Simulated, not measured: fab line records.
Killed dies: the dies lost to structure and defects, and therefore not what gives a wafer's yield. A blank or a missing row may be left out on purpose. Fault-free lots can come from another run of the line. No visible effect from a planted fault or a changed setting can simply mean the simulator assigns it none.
fab line records	flow n5-finfet
record: lots: 9	wafers: 27	last-day: 19
route steps=1938 shown BEOL_M4@1111 BEOL_M9@1415 PASSIVATION@1936
lots with no fault: from the same line, run without faults
start-h: hours from the record's first day to the start of the lot's first wafer shown	wait-h: how many hours have passed since the lot's step before this one	" unchanged from the row above	L1.1+2: a single row standing in for several wafers	- no value, or no start given	* or withheld: withheld	< > ~ a bound
route shown NAME@n: a module of which the file shows steps, and the number in the route of the first	usual: mean and standard deviation over wafers with no fault	same: alike in all rows	chamber/n: place in a boat	sites: per-site readings	_std_site: how widely they spread, as a standard deviation	_edge_site: the outer-site mean with the inner-site mean subtracted	radius-mm: how far each site lies from the wafer's centre	mask NAME#n: copy n	behind: the last tool/chamber to shape the wafer	hold: the reason the lot was held/the length of the hold in hours/how it ended	device: transistor that didn't switch, given as n, p or np	end of line: the tests these same wafers got at the end of their route	a step given without rows: its recipe and nothing more	killed: dies lost to structure and defects at the first sort, not the wafer's yield	map: a wafer's dies, marking killed ones x, the rest . and places with no die _
set.NAME: the setting the step ran with; set.NAME@STEP: the setting that earlier step ran with	model.NAME: the simulator's own value behind a step, which no gauge read
route steps across a sampled set of lots; one table per step, one row per wafer
services: from which hour (start-h, from the record's first day; less than 0 if before it) a tool's chamber was out of use, for how many hours, and why
== steps ==
step: N5_BEOL_M4_RC_MEAS_101
usual: DIBL_N: 35.1/1.6	DIBL_P: 34.9/1.8	IOFF_N: 0.143/0.026	IOFF_P: 0.21/0.037	ION_N: 671/11	ION_P: 463/7.8	SS_N: 71.2/0.58	SS_P: 73.0/0.54	VT_N: 251/3	VT_P: -250/4.1
lot.wafer	tool	chamber	start-h	wait-h	DIBL_N[mV/V]	DIBL_P[mV/V]	IOFF_N[nA/um]	IOFF_P[nA/um]	ION_N[uA/um]	ION_P[uA/um]	SS_N[mV/dec]	SS_P[mV/dec]	VT_N[mV]	VT_P[mV]
L860.3	prober-01	0	196.47	0.3	33.5	33.1	0.131	0.17	676	461	71.2	72.3	249	-254
L860.5	"	0	"	"	33.3	32.9	0.129	0.17	670	453	71.2	73.0	251	-255
L860.6	"	0	"	"	34.0	33.4	0.138	0.16	675	460	70.9	73.1	253	-254
L861.1	prober-01	0	198.56	0.0	31.5	31.2	0.092	0.12	661	455	69.7	72.1	259	-260
L861.2	"	0	"	"	35.8	35.1	0.149	0.16	655	450	71.0	72.9	251	-255
L861.3	"	0	"	"	33.8	33.7	0.122	0.15	663	453	70.4	73.3	252	-256
L862.2	prober-02	0	211.34	0.2	33.6	34.0	0.139	0.22	672	467	71.6	73.1	250	-246
L862.4	"	0	"	"	31.6	31.3	0.109	0.18	659	467	70.8	71.9	252	-249
L862.6	"	0	"	"	31.3	31.5	0.106	0.18	655	457	70.6	71.9	253	-247
L863.1	prober-01	0	241.00	0.0	34.3	35.1	0.135	0.20	681	467	71.2	73.2	254	-248
L863.2	"	0	"	"	35.9	36.5	0.155	0.23	691	467	71.6	73.7	251	-246
L863.6	"	0	"	"	33.5	34.4	0.131	0.20	668	469	71.2	72.3	252	-250
L866.2	prober-02	0	248.51	0.2	35.2	34.4	0.143	0.19	676	462	71.2	73.3	252	-253
L866.3	"	0	"	"	36.0	35.8	0.156	0.21	678	466	72.0	74.1	249	-250
L866.5	"	0	"	"	34.7	34.0	0.136	0.19	671	462	71.2	73.2	251	-253
L875.4	prober-01	0	311.07	0.5	34.1	34.2	0.138	0.20	668	462	70.5	73.2	251	-247
L875.5	"	0	"	"	34.5	33.9	0.140	0.19	670	459	71.0	73.2	253	-249
L875.6	"	0	"	"	34.7	36.2	0.165	0.24	696	477	71.9	73.1	246	-246
L873.2	prober-02	0	311.55	0.2	34.6	33.5	0.104	0.17	647	447	71.2	73.7	256	-256
L873.3	"	0	"	"	35.2	34.0	0.122	0.18	660	455	70.7	73.1	254	-253
L873.4	"	0	"	"	35.7	33.9	0.121	0.18	653	454	70.8	73.1	256	-253
L879.3	prober-01	0	339.92	0.9	37.5	36.4	0.162	0.26	673	469	71.4	73.5	252	-244
L879.5	"	0	"	"	35.5	34.0	0.135	0.23	673	466	71.0	73.5	251	-247
L879.6	"	0	"	"	36.4	35.6	0.157	0.25	677	476	71.7	74.0	250	-243
L880.1	prober-01	0	340.87	0.0	35.0	35.3	0.138	0.21	667	463	71.1	73.1	249	-248
L880.5	"	0	"	"	34.8	36.6	0.135	0.23	661	462	71.2	73.1	249	-247
L880.6	"	0	"	"	35.2	35.1	0.132	0.21	677	474	71.0	73.1	249	-248
step: N5_BEOL_M9_OVL_MEAS_12
recipe: points-per-wafer: 44
usual: M9_OVL: -0.5/0.78
lot.wafer	tool	chamber	start-h	wait-h	M9_OVL[nm]
L860.3	overlay-02	0	245.12	0.0	0.9
L860.5	"	0	"	"	0.0
L860.6	"	0	"	"	-0.2
L861.1	overlay-02	0	254.06	0.0	-1.1
L861.2	"	0	"	"	-1.0
L861.3	"	0	"	"	-0.9
L862.2	overlay-01	0	271.81	0.0	0.2
L862.4	"	0	"	"	-0.2
L862.6	"	0	"	"	0.6
L863.1	overlay-02	0	289.49	0.0	-1.4
L863.2	"	0	"	"	-1.8
L863.6	"	0	"	"	-1.6
L866.2	overlay-01	0	291.48	0.0	-1.2
L866.3	"	0	"	"	-1.3
L866.5	"	0	"	"	-1.5
L873.2	overlay-02	0	356.20	0.0	0.8
L873.3	"	0	"	"	0.2
L873.4	"	0	"	"	0.9
L875.4	overlay-01	0	362.94	0.0	-0.1
L875.5	"	0	"	"	-1.8
L875.6	"	0	"	"	-1.3
L879.3	overlay-02	0	384.89	0.0	-1.1
L879.5	"	0	"	"	-0.1
L879.6	"	0	"	"	0.6
L880.1	overlay-01	0	386.28	0.0	-0.2
L880.5	"	0	"	"	0.5
L880.6	"	0	"	"	-0.7
step: N5_BEOL_M9_INSPECT_13
recipe: mode: adi	inspect-instrument: brightfield
usual: raw-defect-count: 389/80
lot.wafer	tool	chamber	start-h	wait-h	raw-defect-count
L860.3	defect-inspect-01	-	245.14	0.0	366
L860.5	"	-	"	"	435
L860.6	"	-	"	"	429
L861.1	defect-inspect-02	-	254.08	0.0	401
L861.2	"	-	"	"	261
L861.3	"	-	"	"	345
L862.2	defect-inspect-02	-	271.83	0.0	442
L862.4	"	-	"	"	520
L862.6	"	-	"	"	497
L863.1	defect-inspect-01	-	289.52	0.0	215
L863.2	"	-	"	"	282
L863.6	"	-	"	"	243
L866.2	defect-inspect-01	-	291.50	0.0	311
L866.3	"	-	"	"	496
L866.5	"	-	"	"	446
L873.2	defect-inspect-01	-	356.22	0.0	433
L873.3	"	-	"	"	485
L873.4	"	-	"	"	329
L875.4	defect-inspect-01	-	362.96	0.0	470
L875.5	"	-	"	"	469
L875.6	"	-	"	"	443
L879.3	defect-inspect-01	-	384.92	0.0	378
L879.5	"	-	"	"	437
L879.6	"	-	"	"	391
L880.1	defect-inspect-02	-	386.31	0.0	394
L880.5	"	-	"	"	346
L880.6	"	-	"	"	436
step: N5_BEOL_M9_STRIP_67
recipe: chemistry: CF4	resist: SiARC	power-w: 300	bias-power-w: 75	pressure-mtorr: 50	cf4-flow-sccm: 150	rf-frequency-hz: 6e+07
usual: bias-power-w: 75.02/0.22	cf4-flow-sccm: 150.0/0.47	drypump-motor-current-A: 5.6/0.31	oes-product-au: 0.74/0.066	rf-vpp-V: 271.3/1.4	showerhead-plenum-p-Torr: 1.80/0.05	throttle-valve-pct: 13.85/0.21
lot.wafer	tool	chamber	start-h	wait-h	bias-power-w	cf4-flow-sccm	drypump-motor-current-A	oes-product-au	rf-hours-counter-h	rf-vpp-V	showerhead-plenum-p-Torr	throttle-valve-pct
L860.3	rie-diel-01	2	247.24	0.0	75.32	150.6	5.5	0.72	184	273.0	1.86	14.07
L860.5	"	1	"	"	75.20	149.4	6.1	0.73	-	270.9	1.77	13.86
L860.6	"	0	"	"	75.48	149.5	5.7	0.71	-	270.2	1.78	13.87
L861.1	rie-diel-01	1	256.06	0.0	74.99	149.8	6.0	0.73	204	271.2	1.77	13.85
L861.2	"	0	"	"	74.84	150.6	5.7	0.71	209	271.8	1.78	13.89
L861.3	"	3	"	"	74.89	149.4	6.4	0.71	204	269.3	1.71	13.78
L862.2	rie-diel-03	3	272.30	0.0	75.46	149.8	5.4	0.73	220	270.7	1.78	14.02
L862.4	"	1	"	"	74.82	149.8	5.9	0.89	22	273.2	1.89	13.52
L862.6	"	1	"	"	74.97	149.9	5.9	0.89	-	272.9	1.89	13.51
L863.1	rie-diel-01	0	289.81	0.0	74.98	149.8	5.7	0.70	220	272.0	1.78	13.92
L863.2	"	1	"	"	75.27	150.1	6.0	0.72	215	271.2	1.77	13.90
L863.6	"	0	"	"	74.59	150.4	5.7	0.70	-	272.6	1.78	13.92
L866.2	rie-diel-03	3	291.81	0.0	75.13	150.1	5.5	0.72	226	270.6	1.78	14.05
L866.3	"	0	"	"	74.83	150.2	5.4	0.72	206	273.5	1.77	13.70
L866.5	"	3	"	"	75.14	149.7	5.5	0.72	-	271.6	1.78	14.05
L873.2	rie-diel-01	1	356.60	0.0	74.98	150.6	6.0	0.71	240	270.5	1.76	13.96
L873.3	"	2	"	"	74.87	149.7	5.5	0.70	-	272.2	1.85	14.19
L873.4	"	1	"	"	75.45	150.4	6.0	0.70	-	270.0	1.76	13.94
L875.4	rie-diel-02	2	363.23	0.0	75.27	150.1	5.7	0.68	248	271.1	1.78	14.06
L875.5	"	2	"	"	75.42	149.6	5.6	0.68	-	270.6	1.78	14.07
L875.6	"	1	"	"	75.22	150.1	5.6	0.69	-	271.4	1.83	13.89
L879.3	rie-diel-01	3	385.54	0.0	74.72	149.3	6.4	0.70	223	269.7	1.71	13.82
L879.5	"	3	"	"	74.74	148.9	6.4	0.70	-	268.4	1.71	13.83
L879.6	"	0	"	"	75.01	149.5	5.7	0.68	-	271.9	1.77	13.97
L880.1	rie-diel-02	0	386.98	0.0	75.00	150.0	5.8	0.79	113	268.8	1.75	13.42
L880.5	"	2	"	"	74.85	149.3	5.6	0.96	-	270.9	1.78	13.50
L880.6	"	1	"	"	75.05	150.5	5.6	0.69	-	272.6	1.83	13.91
step: N5_BEOL_M9_VIA_ETCH_34
recipe: chemistry: C4F6/O2	target: SiCOH_lowk	target-depth-a: 1824	mask-material: SOC	taper-deg: 4	time-s: 68.4	ion-energy-ev: 250	pressure-mtorr: 30	source-w: 345	bias-w: 185	Ar_flow_sccm: 300	C4F6_flow_sccm: 10	O2_flow_sccm: 10
usual: C4F6_flow_sccm: 9.999/0.028	O2_flow_sccm: 10.00/0.031	drypump-motor-current-A: 5.7/0.35	oes-product-au: 0.75/0.08	rf-vpp-V: 667/11	showerhead-plenum-p-Torr: 2.85/0.09	throttle-valve-pct: 21.14/0.19
lot.wafer	tool	chamber	start-h	wait-h	C4F6_flow_sccm	O2_flow_sccm	drypump-motor-current-A	oes-product-au	rf-hours-counter-h	rf-vpp-V	showerhead-plenum-p-Torr	throttle-valve-pct
L860.3	rie-diel-01	1	250.09	0.0	10.012	10.04	6.1	0.72	201	667	2.83	21.22
L860.5	"	0	"	"	10.035	10.04	5.8	0.71	-	663	2.84	21.23
L860.6	"	1	"	"	10.004	10.03	6.0	0.72	-	669	2.83	21.21
L861.1	rie-diel-01	2	265.34	0.0	9.982	9.95	5.5	0.72	190	663	2.91	21.20
L861.2	"	3	"	"	9.953	9.97	6.5	0.72	207	670	2.70	20.94
L861.3	"	0	"	"	10.014	10.00	5.7	0.70	212	663	2.84	21.24
L862.2	rie-diel-03	3	274.87	0.0	10.043	9.99	5.5	0.72	220	653	2.82	21.34
L862.4	"	1	"	"	10.010	9.99	5.9	0.90	22	689	3.00	20.96
L862.6	"	3	"	"	10.017	10.00	5.5	0.72	-	654	2.82	21.32
L863.1	rie-diel-01	3	292.47	0.0	-	-	-	-	-	-	-	-
L863.2	"	1	"	"	-	-	-	-	-	-	-	-
L863.6	"	0	"	"	-	-	-	-	-	-	-	-
L866.2	rie-diel-01	2	293.48	0.0	-	-	-	-	-	-	-	-
L866.3	"	3	"	"	-	-	-	-	-	-	-	-
L866.5	"	3	"	"	-	-	-	-	-	-	-	-
L873.2	rie-diel-02	2	357.89	0.0	9.939	9.93	5.7	0.69	247	643	2.81	21.34
L873.3	"	0	"	"	10.024	10.00	5.8	0.79	103	668	2.76	20.58
L873.4	"	1	"	"	9.959	9.99	5.6	0.68	237	674	2.92	21.19
L875.4	rie-diel-01	2	366.53	0.0	9.978	9.99	5.5	0.69	-	662	2.89	21.26
L875.5	"	0	"	"	9.970	9.99	5.7	0.68	-	662	2.82	21.28
L875.6	"	1	"	"	10.015	9.97	6.1	0.71	-	666	2.81	21.27
L879.3	rie-diel-01	3	386.90	0.0	9.997	9.98	6.5	0.70	224	669	2.69	21.00
L879.5	"	2	"	"	10.039	9.98	5.5	0.68	-	662	2.89	21.26
L879.6	"	0	"	"	9.949	10.00	5.7	0.68	-	663	2.82	21.28
L880.1	rie-diel-01	0	389.54	0.0	9.973	9.99	5.7	0.67	250	663	2.82	21.29
L880.5	"	0	"	"	10.040	9.98	5.7	0.67	-	663	2.82	21.29
L880.6	"	3	"	"	9.998	9.97	6.4	0.70	-	670	2.69	20.98
step: N5_PASSIVATION_PROBE_49
usual: defect-limited-yield: 91.1/1.4	killed_at_M0_to_M3: 36/11	killed_at_M4_up: 14/5.2	killed-at-contacts: 12/6.1	killed-at-front-end: 40/12	killed-at-other: 3.2/2.5	killed-dies: 105/16	killed-on-rim: 14/4.4	killed-open: 68/12	killed-short: 35/8.7	sort_bin_5_function: 5.2/0.89	sort_bin_6_memory: 3.3/0.66	sort-n-pass: 1074/16	sort-yield-pct: 91.1/1.4
same: gross-dies: 1180	killed-at-back-side: 0	sort_bin_4_leakage[%]: 0	sort_bin_8_speed[%]: 0
lot.wafer	tool	chamber	start-h	wait-h	defect-limited-yield[%]	killed_at_M0_to_M3	killed_at_M4_up	killed-at-contacts	killed-at-front-end	killed-at-other	killed-dies	killed-on-rim	killed-open	killed-short	sort_bin_5_function[%]	sort_bin_6_memory[%]	sort-n-pass	sort-yield-pct[%]
L863.1	prober-02	-	352.72	0.0	0	40	1075	20	43	2	1180	152	77	40	96.1	3.4	0	0
L863.2	prober-02	-	352.77	0.1	0	35	1085	18	39	3	1180	152	79	30	96.1	3.6	0	0
L863.6	prober-02	-	352.97	0.3	0	31	1105	4	36	4	1180	152	54	33	95.9	3.5	0	0
L866.2	prober-01	-	355.28	0.1	0	8	1129	5	36	2	1180	152	39	28	97.5	1.9	0	0
L866.3	prober-01	-	355.33	0.1	0	28	1112	11	27	2	1180	152	53	24	97.9	1.9	0	0
L866.5	prober-01	-	355.43	0.2	0	21	1099	16	39	5	1180	152	53	30	97.8	2.2	0	0
killed by level:class
L863.1 BEOL_M9:area-etch=1062 STI_FIN_REVEAL:geometric-particle:open=16 MOL_CONTACT_COAG:geometric-particle:open=15 BEOL_M0_SAQP:geometric-particle:short=10 BEOL_M2:geometric-particle:open=8 FIN_SAQP:geometric-particle:short=7 DUMMY_GATE:geometric-particle:open=7 BEOL_M0_SAQP:geometric-particle:open=7
L863.2 BEOL_M9:area-etch=1071 STI_FIN_REVEAL:geometric-particle:open=14 MOL_CONTACT_COAG:geometric-particle:open=13 BEOL_M0_SAQP:geometric-particle:open=10 FIN_SAQP:geometric-particle:short=8 BEOL_M4:geometric-particle:open=6 BEOL_M1:geometric-particle:open=6 BEOL_M3:geometric-particle:open=6
L863.6 BEOL_M9:area-etch=1092 STI_FIN_REVEAL:geometric-particle:open=10 BEOL_M3:geometric-particle:short=9 BEOL_M4:geometric-particle:open=7 FIN_SAQP:geometric-particle:open=6 BEOL_M0_SAQP:geometric-particle:short=6 BEOL_M3:geometric-particle:open=6 DUMMY_GATE:geometric-particle:open=5
L866.2 BEOL_M9:area-etch=1111 FIN_SAQP:geometric-particle:short=8 FIN_SAQP:geometric-particle:open=8 BEOL_M4:geometric-particle:short=8 STI_FIN_REVEAL:geometric-particle:open=4 DUMMY_GATE:geometric-particle:open=4 DUMMY_GATE:geometric-particle:short=4 MOL_CONTACT_COAG:geometric-particle:open=4
L866.3 BEOL_M9:area-etch=1101 MOL_CONTACT_COAG:geometric-particle:open=11 FIN_SAQP:geometric-particle:open=8 BEOL_M0_SAQP:geometric-particle:short=7 BEOL_M2:geometric-particle:open=6 FIN_SAQP:geometric-particle:short=5 BEOL_M1:geometric-particle:open=5 BEOL_M0_SAQP:geometric-particle:open=3
L866.5 BEOL_M9:area-etch=1095 MOL_CONTACT_COAG:geometric-particle:open=15 FIN_SAQP:geometric-particle:short=9 STI_FIN_REVEAL:geometric-particle:open=6 DUMMY_GATE:geometric-particle:open=4 BEOL_M0:geometric-particle:open=4 BEOL_M3:geometric-particle:open=4 STI_FIN_REVEAL:geometric-particle:short=3
== services ==
tool	chamber	start-h	hours	kind
rie-diel-03	-	238.74	15.6	pm
rie-diel-02	-	241.28	5.4	repair
rie-diel-03	0	260.05	1.3	repair
rie-diel-03	-	329.81	14.6	pm
rie-diel-01	-	333.19	2.8	pm
rie-diel-02	2	368.90	-	clean
rie-diel-02	2	368.90	-	consumable-replace:focus-ring
rie-diel-02	2	368.90	14.5	scheduled-down
rie-diel-02	2	368.90	14.5	vent-cycle
rie-diel-01	1	381.97	-	clean
rie-diel-01	1	381.97	-	consumable-replace:focus-ring
rie-diel-01	1	381.97	14.6	scheduled-down
rie-diel-01	1	381.97	14.6	vent-cycle
== key ==
first-sign: step: N5_BEOL_M9_VIA_ETCH_34	reading: tool-record	direction: missing
effect: step: N5_PASSIVATION_PROBE_49	reading: killed_at_M4_up	direction: up	sigmas: 99+	usual: 14	struck: 1101
more-kills-born-at: N5_BEOL_M9_VIA_ETCH_34@rie-diel-01: 6532
met-at N5_BEOL_M9_VIA_ETCH_34
struck-lots L863,L866
later-rows-left-out L863.1,L863.2,L863.6,L866.2,L866.3,L866.5
not-acting-at N5_BEOL_M9_OVL_MEAS_12,N5_BEOL_M9_INSPECT_13,N5_BEOL_M9_STRIP_67
onset-between 265.34 292.47
fault: kind: skipped-step-whole	tool: rie-diel-01	chamber: -	onset-h: 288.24	steps: N5_BEOL_M9_VIA_ETCH_34	scope: struck-lots-only
later-rows-left-out: the simulator's readings of these wafers behind a module that went badly wrong aren't trusted and aren't shown, but for the sort
